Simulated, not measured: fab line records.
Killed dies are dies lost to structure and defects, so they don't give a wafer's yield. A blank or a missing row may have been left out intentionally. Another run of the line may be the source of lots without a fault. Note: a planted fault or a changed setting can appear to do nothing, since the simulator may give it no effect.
A struck lot beside a sound one || flow n5Finfet || 26 out of 1938 route steps
Sound: wafers L284.2, L284.3, L284.4. Wafers struck: L297.2, L297.5, L297.6. The cause is given at the end.
Per side, at each step with rows, come the tool, then ch with its chambers, and then its first start. Under that, the readings that differ: sound wafers || struck wafers || difference of the means || sigmas: that difference in standard deviations of wafers without a fault.
alike: words and numbers the same on both sides, and readings whose means are apart by under 2 such deviations; not compared: readings that were withheld, readings missing a value for some wafer, numbers with overlapping values and no deviation given by the record, and bounds like >300 which may hide the same value.
A row with sigmas, a row that says differs or no value, or rows on one side alone: a step with any of these is where the two part. Numbers that don't overlap but have no deviation are shown without sigmas and don't part them. Lack of a reading on every wafer of one side parts them only where that side has two or more wafers.

first, 11 steps without rows for these wafers: N5_BEOL_M4_DESCUM_16 (chemistry O2, time 7 s); N5_BEOL_M4_ETCH_74 (etches underlayer in N2/H2, target depth 6.5 nm, time 5.2 s); N5_BEOL_M4_ETCH_63 (etches SiARC in CF4, target depth 15.6 nm, time 26 s); N5_BEOL_M4_ETCH_64 (etches SOC in N2/H2, target depth 75 nm, overetch 22.5 nm, time 121.9 s); N5_BEOL_M4_STRIP_65 (strips in N2/H2); N5_BEOL_M4_STRIP_75 (strips in N2/H2); N5_BEOL_M4_STRIP_66 (strips in CF4); N5_BEOL_M4_HM_OPEN_17 (chemistry Cl2/BCl3, target TiN, target depth 20 nm, overetch 6 nm); N5_BEOL_M4_STRIP_19 (strips in O2); N5_BEOL_M4_COAT_67 (time 60 s, resist thk 60 nm); N5_BEOL_M4_COAT_68 (time 60 s, resist thk 12 nm).
N5_BEOL_M4_COAT_76: time 60 s, resist thk 5 nm.
  sound on lithoTrack-05 ch 0, day 9 17:30; struck on lithoTrack-05 ch 0, day 12 13:43
{"reading": "spinSpeedRpm (rpm)", "sound": "1500.5 1500.1 1501.3", "struck": "1684.2 1683.9 1683.7", "difference": "+183.3", "sigmas": "+99 or more"}
  alike: chillPlateTempC
then, 7 steps without rows for these wafers: N5_BEOL_M4_COAT_22 (resist thk 30 nm); N5_BEOL_M4_EBR_24; N5_BEOL_M4_SOFTBAKE_23 (time 60 s); N5_BEOL_M4_EXPOSE_25 (exposes mask V3, defocus 5 nm); N5_BEOL_M4_PEB_26 (peb time 60 s); N5_BEOL_M4_DEVELOP_27 (develop time 30 s); N5_BEOL_M4_DESCUM_33 (chemistry O2, time 7 s).
N5_BEOL_M4_ETCH_77: etches underlayer in N2/H2, target depth 6.5 nm, time 5.2 s.
  sound on rieDiel-01 ch 1,2,3, day 9 17:56; struck on rieDiel-04 ch 0,3, day 12 14:13
{"reading": "etchRfOnTimeS (s)", "sound": "5.19 5.19 5.15", "struck": "4.92 4.61 4.99", "difference": -0.34, "sigmas": -2}
{"reading": "model.etch.depthNm (nm)", "sound": "4.993 4.986 5.003", "struck": "4.73 4.723 4.742", "difference": -0.26, "sigmas": ""}
  alike: drypumpMotorCurrentA, oesProductAu, rfFwdPowerW, rfVppV, showerheadPlenumPTorr, throttleValvePct
  not compared: rfHoursCounterH, model.CAR-EUV_of_BEOL_M4_COAT_22.thkNm
then, 2 steps without rows for these wafers: N5_BEOL_M4_ETCH_69 (etches SiARC in CF4, target depth 15.6 nm, time 26 s); N5_BEOL_M4_ALD_98 (deposits SiO2, target thk 2.5 nm, pulse time 1 s, co reactant pulse time 1 s).
N5_BEOL_M4_ETCHBACK_99: etches SiO2 in CHF3, target depth 5 nm, time 10.4 s.
  sound on rieDiel-01 ch 0,2,3, day 9 19:46; struck on rieDiel-01 ch 0,1,3, day 13 00:47
{"reading": "model.CAR-EUV_of_BEOL_M4_COAT_22.thkNm (nm)", "sound": "10.6 10.6 10.4", "struck": "10.8 10.8 10.8", "difference": "+0.3", "sigmas": ""}
  alike: CHF3_flow_sccm, drypumpMotorCurrentA, mfcArSccm, oesProductAu, rfFwdPowerW, rfVppV, showerheadPlenumPTorr, throttleValvePct
  not compared: rfHoursCounterH
then, 1 step without rows for these wafers: N5_BEOL_M4_ETCH_70 (etches SOC in N2/H2, target depth 80 nm, overetch 24 nm, time 130 s).
N5_BEOL_M4_RC_MEAS_101:
  sound on prober-02 ch 0, day 10 00:24; struck on prober-02 ch 0, day 13 05:37
  alike: DIBL_N, DIBL_P, IOFF_N, IOFF_P, ION_N, ION_P, SS_N, SS_P, VT_N, VT_P
following that, these wafers have no rows for 1 step: N5_PASSIVATION_PROBE_49.

== WHERE THEY PART ==
First at N5_BEOL_M4_COAT_76; last, within this record, at N5_BEOL_M4_ETCH_77. Later steps at which nothing parts them and some readings are alike: N5_BEOL_M4_ETCHBACK_99, N5_BEOL_M4_RC_MEAS_101.

WHY: whatever the simulator had introduced
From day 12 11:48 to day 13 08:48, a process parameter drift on lithoTrack-05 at N5_BEOL_M4_COAT_76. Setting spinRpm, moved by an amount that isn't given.
